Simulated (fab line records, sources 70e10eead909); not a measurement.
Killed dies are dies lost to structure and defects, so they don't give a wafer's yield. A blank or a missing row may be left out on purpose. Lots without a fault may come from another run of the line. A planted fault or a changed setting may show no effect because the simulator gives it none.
fab line records | flow nand_harc
record lots=12 wafers=36 last_day=34
route steps=1302 shown A_STAIRCASE@835 END@1302
lots that met no fault: from a run of the same line without faults
start_h: hours from the record's first day to the start of the lot's first wafer shown | wait_h: hours since the lot's step before | " the same as in the row above | L1.1+2: a row that stands for several wafers | - no value, or no start given | * or withheld: withheld | < > ~ a bound
route shown NAME@n: a module of which the file shows steps, and the number in the route of the first | usual: mean/standard deviation of fault-free wafers | same: alike in all rows | chamber/n: place in a boat | sites: the reading at each site | _std_site: their standard deviation | _edge_site: outer sites' mean less inner sites' | radius_mm: how far each site lies from the wafer's centre | mask NAME#n: copy n | behind: the tool/chamber that last shaped the wafer | hold: why the lot was held/for how many hours/how that ended | device: the transistor (n, p or np) that didn't switch | end of line: the same wafers' tests at the end of the route | a step without rows: its recipe alone | killed: dies lost to structure and defects at the first sort, not the wafer's yield | map: a wafer's dies, x killed, . not, _ none there
set.NAME: the setting as run; set.NAME@STEP: as run at that earlier step | model.NAME: the simulator's own value behind a step, which no gauge read
steps of the route over a sample of lots; a table a step, a row a wafer
services: from which hour (start_h, from the record's first day; less than 0 if before it) a tool's chamber was out of use, for how many hours, and why
## steps
# step NHARC_A_STAIRCASE_ETCH_315
# recipe target_depth_a=25000 time_s=607.1 ion_energy_ev=800 c4f8_flow_sccm=80 o2_flow_sccm=60 ar_flow_sccm=withheld rf_w=600 bias_w=3000 chemistry=C4F8/O2/Ar
# usual oes_product_au=0.934/0.0094 rf_vpp_V=1827/13
# columns lot.wafer tool chamber start_h wait_h oes_product_au rf_hours_counter_h rf_vpp_V
L581.3 rie_diel-05 3 - - 0.948 55 1835
L581.5 " 0 " " 0.946 - 1845
L581.6 " 1 " " 0.936 - 1813
L583.2 rie_diel-13 3 - - 0.937 14 1822
L583.5 " 2 " " 0.942 - 1822
L583.6 " 3 " " 0.937 - 1822
L591.2 rie_diel-05 2 - - 0.932 25 1809
L591.1 " 3 " " 0.937 20 1834
L591.6 " 1 " " 0.924 - 1813
L590.3 rie_diel-05 1 - - 0.929 25 1815
L590.1 " 2 " " 0.930 26 1808
L590.2 " 3 " " 0.943 21 1833
L592.3 rie_diel-05 1 - - 0.938 27 1814
L592.2 " 3 " " 0.943 22 1834
L592.6 " 1 " " 0.935 - 1812
L594.3 rie_diel-01 1 - - 0.939 34 1841
L594.1 " 2 " " 0.939 42 1841
L594.6 " 1 " " 0.946 - 1841
L596.2 rie_diel-01 3 - - 0.927 43 1822
L596.5 " 0 " " 0.931 - 1827
L596.6 " 1 " " 0.921 - 1841
L598.2 rie_diel-05 1 - - 0.932 46 1812
L598.4 " 0 " " 0.937 45 1844
L598.6 " 1 " " 0.930 - 1812
L597.2 rie_diel-13 1 - - 0.930 17 1816
L597.6 " 1 " " 0.939 - 1816
L597.5 " 2 " " 0.937 - 1822
L601.1 rie_diel-13 0 - - 0.924 27 1808
L601.4 " 1 " " 0.930 23 1817
L601.5 " 3 " " 0.944 - 1818
L603.1 rie_diel-01 1 - - 0.931 13 1840
L603.3 " 2 " " 0.931 11 1841
L603.4 " 3 " " 0.927 8 1821
L604.2 rie_diel-13 0 - - 0.933 42 1810
L604.1 " 1 " " 0.932 37 1816
L604.5 " 2 " " 0.937 - 1821
# step NHARC_A_STAIRCASE_DESCUM_443
# recipe time_s=3 o2_flow_sccm=200 ar_flow_sccm=0 bias_power_w=0 chemistry=O2
# usual drypump_motor_current_A=5.6/0.4 oes_product_au=1.003/0.0086 rf_vpp_V=57.7/0.93 showerhead_plenum_p_Torr=1.90/0.093 throttle_valve_pct=11.312/0.009
# columns lot.wafer tool chamber start_h wait_h drypump_motor_current_A oes_product_au rf_hours_counter_h rf_vpp_V showerhead_plenum_p_Torr throttle_valve_pct
L581.3 rie_diel-05 0 442.43 - 5.6 1.001 5 57.7 2.06 11.304
L581.5 " 1 " " 5.3 1.017 - 57.2 1.81 11.311
L581.6 " 2 " " 6.5 0.994 - 58.0 1.78 11.304
L583.2 rie_diel-13 1 442.46 - 5.5 0.995 30 56.2 1.85 11.316
L583.6 " 3 " " 5.7 0.997 - 57.7 1.87 11.315
L583.5 " 0 " " 5.3 0.993 - 57.5 1.79 11.331
L590.1 rie_diel-05 0 529.53 - 5.6 1.006 31 59.1 2.05 11.299
L590.2 " 2 " " 6.4 0.990 37 58.2 1.77 11.310
L590.3 " 3 " " 5.2 1.020 29 56.2 1.96 11.313
L591.2 rie_diel-13 2 529.90 - 5.6 0.999 0 56.4 1.87 11.310
L591.1 " 0 " " 5.3 1.006 0 57.2 1.78 11.320
L591.6 " 2 " " 5.6 1.001 - 58.9 1.87 11.307
L592.2 rie_diel-01 2 542.22 - 6.0 1.001 48 58.2 2.03 11.301
L592.3 " 3 " " 5.1 0.999 45 57.1 1.88 11.326
L592.6 " 0 " " 5.4 1.003 - 56.4 1.91 11.306
L594.1 rie_diel-13 0 565.62 - 5.3 0.993 17 56.5 1.78 11.315
L594.3 " 1 " " 5.5 0.995 15 57.4 1.83 11.307
L594.6 " 3 " " 5.7 1.001 - 56.7 1.86 11.317
L596.2 rie_diel-13 0 577.57 - 5.3 0.997 21 56.5 1.78 11.300
L596.6 " 0 " " 5.3 0.987 - 56.8 1.78 11.312
L596.5 " 1 " " 5.5 0.998 - 57.7 1.83 11.313
L597.2 rie_diel-13 3 609.49 - 5.7 1.013 34 59.3 1.85 11.318
L597.6 " 0 " " 5.3 0.995 - 58.9 1.77 11.305
L597.5 " 1 " " 5.5 1.000 - 57.9 1.83 11.321
L598.2 rie_diel-05 3 610.36 - 5.2 1.007 4 57.8 1.95 11.313
L598.4 " 1 " " 5.3 1.002 5 59.6 1.80 11.317
L598.6 " 0 " " 5.6 1.011 - 58.0 2.04 11.311
L601.4 rie_diel-01 2 627.45 - 5.9 0.997 19 58.9 2.02 11.319
L601.1 " 1 " " 6.2 1.011 17 58.6 2.02 11.321
L601.5 " 2 " " 6.0 1.006 - 58.9 2.02 11.314
L603.3 rie_diel-01 3 651.01 - 5.1 0.997 24 57.2 1.87 11.319
L603.1 " 1 " " 6.2 1.012 26 58.4 2.02 11.308
L603.4 " 1 " " 6.2 1.019 - 58.3 2.02 11.300
L604.2 rie_diel-01 1 667.11 - 6.2 1.004 34 58.3 2.01 11.310
L604.1 " 3 " " 5.1 1.008 31 56.7 1.87 11.308
L604.5 " 0 " " 5.4 0.994 - 57.3 1.90 11.316
# step NHARC_A_STAIRCASE_STRIP_446
# recipe power_w=1500 temp_c=250 chemistry=O2
# usual drypump_motor_current_A=6.0/0.4 heater_power_w=339/24 temp_c=249.98/0.17
# columns lot.wafer tool chamber start_h wait_h drypump_motor_current_A heater_power_w rf_hours_counter_h temp_c
L581.3 plasma_asher-02 0 446.94 0.1 5.9 306 - 250.12
L581.6 " 0 " " 5.9 304 - 250.18
L581.5 " 1 " " 6.3 357 - 249.83
L583.2 plasma_asher-01 0 447.00 0.1 6.4 346 20 249.93
L583.5 " 1 " " 5.3 350 - 249.96
L583.6 " 0 " " 6.3 347 - 249.90
L591.1 plasma_asher-02 1 534.40 0.0 6.2 353 19 249.85
L591.2 " 0 " " 5.9 303 19 249.98
L591.6 " 0 " " 5.9 302 - 250.13
L590.1 plasma_asher-01 0 535.01 0.0 6.3 346 1 249.92
L590.2 " 1 " " 5.3 366 1 249.89
L590.3 " 1 " " 5.3 370 - 249.98
L592.2 plasma_asher-01 1 546.71 0.0 5.3 363 4 249.94
L592.3 " 1 " " 5.3 352 - 249.85
L592.6 " 0 " " 6.4 347 - 249.69
L594.1 plasma_asher-02 0 570.10 0.1 5.9 300 27 250.13
L594.3 " 0 " " 5.9 302 - 250.25
L594.6 " 0 " " 5.9 312 - 250.03
L596.2 plasma_asher-01 1 582.00 0.0 5.3 361 12 249.58
L596.6 " 1 " " 5.3 365 - 249.65
L596.5 " 0 " " 6.4 337 - 249.92
L597.2 plasma_asher-02 0 613.97 0.1 5.9 298 0 250.34
L597.6 " 1 " " 6.3 356 - 249.79
L597.5 " 0 " " 5.9 296 - 250.23
L598.2 plasma_asher-02 1 614.92 0.0 6.2 351 1 250.26
L598.4 " 1 " " 6.3 358 - 250.24
L598.6 " 0 " " 5.9 292 - 249.81
L601.1 plasma_asher-01 1 631.91 0.0 5.3 356 23 250.16
L601.4 " 1 " " 5.3 359 - 250.07
L601.5 " 0 " " 6.4 346 - 249.72
L603.1 plasma_asher-01 0 656.62 0.0 6.3 333 28 249.71
L603.3 " 0 " " 6.3 334 - 249.96
L603.4 " 1 " " 5.3 370 - 250.03
L604.1 plasma_asher-01 0 671.56 0.0 6.3 339 31 250.18
L604.2 " 1 " " 5.3 356 31 250.00
L604.5 " 0 " " 6.4 344 - 250.05
# step NHARC_A_STAIRCASE_STRIP_447
# recipe time_s=900 temp_c=130 chemistry=SPM
# usual bath_guard_temp_C=130.3/0.56 bath_heat_duty_pct=14.8/1.7 temp_c=130.01/0.12
# columns lot.wafer tool chamber start_h wait_h bath_guard_temp_C bath_heat_duty_pct temp_c
L581.5 wet_bench-03 6 447.21 0.1 130.9 17.9 130.21
L581.6 " 0 " " 128.9 17.4 129.96
L581.3 " 1 " " 130.4 17.0 129.98
L583.6 wet_bench-02 1 447.30 0.1 129.7 14.6 129.98
L583.5 " 2 " " 129.8 17.9 130.12
L583.2 " 4 " " 131.4 16.3 129.92
L591.6 wet_bench-02 7 534.77 0.1 - - -
L591.1 " 0 " " - - -
L591.2 " 2 " " - - -
L590.2 wet_bench-02 5 535.37 0.3 - - -
L590.3 " 6 " " - - -
L590.1 " 0 " " - - -
L592.2 wet_bench-03 2 547.06 0.3 - - -
L592.6 " 5 " " - - -
L592.3 " 7 " " - - -
L594.6 wet_bench-02 0 570.40 0.1 130.1 15.6 130.18
L594.1 " 1 " " 130.0 13.3 130.16
L594.3 " 4 " " 131.3 15.2 130.06
L596.6 wet_bench-03 2 582.35 0.1 130.0 11.2 129.89
L596.5 " 3 " " 131.1 13.9 130.06
L596.2 " 7 " " 130.3 12.2 129.99
L597.2 wet_bench-02 6 614.29 0.3 130.0 16.1 129.88
L597.6 " 7 " " 129.9 12.6 130.06
L597.5 " 1 " " 129.7 13.4 129.91
L598.6 wet_bench-03 3 615.28 0.1 130.7 13.1 130.04
L598.4 " 4 " " 130.4 14.7 130.02
L598.2 " 6 " " 131.0 17.3 129.98
L601.4 wet_bench-02 7 632.28 0.2 130.1 11.9 129.87
L601.5 " 1 " " 129.6 14.0 130.08
L601.1 " 2 " " 130.0 17.4 130.05
L603.4 wet_bench-09 5 656.98 0.2 130.8 12.7 130.15
L603.1 " 6 " " 131.2 16.5 130.15
L603.3 " 7 " " 129.4 14.8 130.03
L604.5 wet_bench-09 7 671.91 0.1 130.2 14.4 130.08
L604.2 " 1 " " 130.1 13.1 129.93
L604.1 " 4 " " 130.6 16.1 129.88
# step NHARC_END_SORT_01
# recipe temp_c=25
# usual killed_at_array=59/24 killed_at_other=0.7/1.2 killed_at_periphery=3.5/2.6 killed_dies=63/24 killed_open=3.2/2.1 killed_short=2.4/1.5
# same gross_dies=677
# columns lot.wafer tool chamber start_h wait_h killed_at_array killed_at_other killed_at_periphery killed_dies killed_open killed_short
L592.2 prober-02 0 682.22 2.8 42 0 3 45 5 0
L592.3 prober-02 0 683.02 3.1 44 0 1 45 3 1
L592.6 prober-02 0 685.45 4.0 46 0 0 46 5 3
# killed by level:class
L592.2 A_SLIT:chamber_film_flake=29 A_CHANNEL_HOLE_D1:chamber_film_flake=4 A_DECK1_JOINT:chamber_film_flake=3 P_GATE:geometric_particle:open=1 A_SOURCE_PLATE:geometric_particle:open=1 A_DECK1_JOINT:geometric_particle:open=1 A_ONON_D2:geometric_particle:open=1 A_M1:geometric_particle:open=1
L592.3 A_SLIT:chamber_film_flake=26 A_CHANNEL_HOLE_D1:chamber_film_flake=7 A_STAIRCASE:chamber_film_flake=3 A_CONTACT:chamber_film_flake=2 A_ONON_D2:geometric_particle:open=1 A_WL_FILL:geometric_particle:open=1 A_M0:geometric_particle:open=1 A_M1:geometric_particle:short=1
L592.6 A_SLIT:chamber_film_flake=33 A_CHANNEL_HOLE_D2:chamber_film_flake=3 A_CHANNEL_HOLE_D1:geometric_particle:short=2 A_CHANNEL_HOLE_D1:chamber_film_flake=2 A_ONON_D1:geometric_particle:open=1 A_CHANNEL_HOLE_D1:geometric_particle:open=1 A_CHANNEL_FILL_D1:geometric_particle:open=1 A_DECK1_JOINT:geometric_particle:open=1
## services
# columns tool chamber start_h hours kind
rie_diel-01 - 380.95 9.0 pm
wet_bench-03 - 386.40 8.0 pm
rie_diel-05 - 406.63 9.0 pm
wet_bench-02 - 420.03 8.0 pm
plasma_asher-02 - 426.24 9.0 pm
rie_diel-01 - 431.97 0.4 repair
rie_diel-13 2 445.07 16.4 repair
rie_diel-01 3 452.02 15.6 repair
plasma_asher-02 - 463.46 1.7 repair
wet_bench-02 - 482.22 2.7 repair
rie_diel-13 0 499.96 6.0 repair
plasma_asher-02 - 509.83 4.7 repair
plasma_asher-01 - 519.00 9.0 pm
rie_diel-05 3 519.22 5.4 repair
rie_diel-13 - 520.19 9.0 pm
rie_diel-01 - 557.95 9.0 pm
rie_diel-05 - 583.68 9.0 pm
rie_diel-01 3 587.32 13.6 repair
wet_bench-02 - 596.03 8.0 pm
plasma_asher-02 - 603.24 9.0 pm
rie_diel-01 1 607.46 7.0 repair
wet_bench-02 - 635.96 1.1 repair
rie_diel-01 0 643.15 13.9 repair
rie_diel-13 0 666.80 4.1 repair
## key
first_sign step=NHARC_A_STAIRCASE_STRIP_447 reading=tool_record direction=missing
effect none on later readings
met_at NHARC_A_STAIRCASE_STRIP_447
struck_lots L590,L591,L592
tester_left_out L590,L591,L592
not_acting_at NHARC_A_STAIRCASE_ETCH_315,NHARC_A_STAIRCASE_DESCUM_443,NHARC_A_STAIRCASE_STRIP_446
onset_between 447.30 534.77
fault kind=skipped_step_whole tool=wet_bench-02,wet_bench-03 chamber=- onset_h=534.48 steps=NHARC_A_STAIRCASE_STRIP_447 scope=struck_lots_only
# tester_left_out: of these lots the tester's yield and bins aren't shown, on N5 and GAA mostly nor the transistor test; their killed dies are dies lost to structure and defects alone, not to doping, threshold or leakage, so they don't give the yield
